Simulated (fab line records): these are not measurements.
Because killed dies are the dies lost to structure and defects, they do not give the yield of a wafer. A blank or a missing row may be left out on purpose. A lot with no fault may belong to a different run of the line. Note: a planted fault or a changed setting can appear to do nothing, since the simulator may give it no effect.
Which of the tools did it? | flow nand harc | Sampling: 6 lots, 17 wafers, 5 of 1159 route steps

WHAT EACH GAUGE READ, for each wafer
NHARC_END_SORT_01.
lot  | measured     | on        | killed at periphery
L239 | day 22 13:37 | prober-01 | 1 3 6
L236 | day 22 22:21 | prober-02 | 1 1 2
L242 | day 23 23:45 | prober-02 | 0

WHAT TOOL EACH LOT RAN ON (gives the tool, then ch and the chambers of the sampled wafers, and finally the start)
lot  | NHARC_A_CONTACT_ETCH_77                       | NHARC_A_CONTACT_ETCH_131             | NHARC_A_CONTACT_ETCH_91            | NHARC_A_CONTACT_ETCH_97
L226 | rie diel-05 ch 1,2,3, day 16 23:34 or earlier | har cap etch-01 ch 0,1, day 16 23:34 | rie diel-13 ch 1,2, day 17 00:21   | rie diel-13 ch 1,2,3, no start
L231 | rie diel-05 ch 0,1,2, day 18 04:29 or earlier | har cap etch-03 ch 0,1, day 18 04:29 | rie diel-02 ch 0,1,3, day 18 05:19 | rie diel-02 ch 1,3, no start
L234 | rie diel-13 ch 1,2,3, day 18 20:05 or earlier | har cap etch-03 ch 0,1, day 18 20:05 | rie diel-13 ch 0,2, day 18 20:56   | rie diel-13 ch 0,1,2, no start
L239 | rie diel-05 ch 0,1,3, day 19 16:24 or earlier | har cap etch-03 ch 0,1, day 19 16:24 | rie diel-05 ch 0,2,3, day 19 17:26 | rie diel-05 ch 0,1,3, day 22 13:37 or earlier
L236 | rie diel-05 ch 1,2,3, day 20 04:02 or earlier | har cap etch-02 ch 0,1, day 20 04:02 | rie diel-05 ch 0,2, day 20 04:51   | rie diel-05 ch 2,3, day 20 04:58
L242 | rie diel-05 ch 0,2, day 20 21:05 or earlier   | har cap etch-02 ch 0, day 20 21:05   | rie diel-05 ch 0,3, day 20 21:55   | rie diel-05 ch 2,3, day 20 22:02
- NHARC_A_CONTACT_ETCH_77: etches the open film in CF4/CHF3, target depth 72.6 nm, time 36.3 s.
- NHARC_A_CONTACT_ETCH_131: etches the open film in C4F8/O2/Ar, time 155 s, target depth 956 nm.
- NHARC_A_CONTACT_ETCH_91: etches the open film in CH3F/O2, target depth 40 nm, time 85.7 s.
- NHARC_A_CONTACT_ETCH_97: etches the open film in C4F6/O2, target depth 20 nm, time 10 s.

THE ANSWER, worked out from the rows above alone
Rule: the lots themselves supply what counts as usual. The widest of any qualifying gaps counts: lots, ordered by their means at a reading, are off when they make up no more than a third of the lots, leave a main group of 4 or more, and stand apart from it by 3 or more times the standard deviation of that group's means. Not used: any main group whose means are identical at the precision the tables above print for the reading. A lot without any number at a reading at which 4 lots or more have one is off too. All remaining lots with rows at the step are treated as sound.
No lot is off on any of the readings shown, so nothing can be concluded from this.

WHAT THE SIMULATOR HAD PUT IN
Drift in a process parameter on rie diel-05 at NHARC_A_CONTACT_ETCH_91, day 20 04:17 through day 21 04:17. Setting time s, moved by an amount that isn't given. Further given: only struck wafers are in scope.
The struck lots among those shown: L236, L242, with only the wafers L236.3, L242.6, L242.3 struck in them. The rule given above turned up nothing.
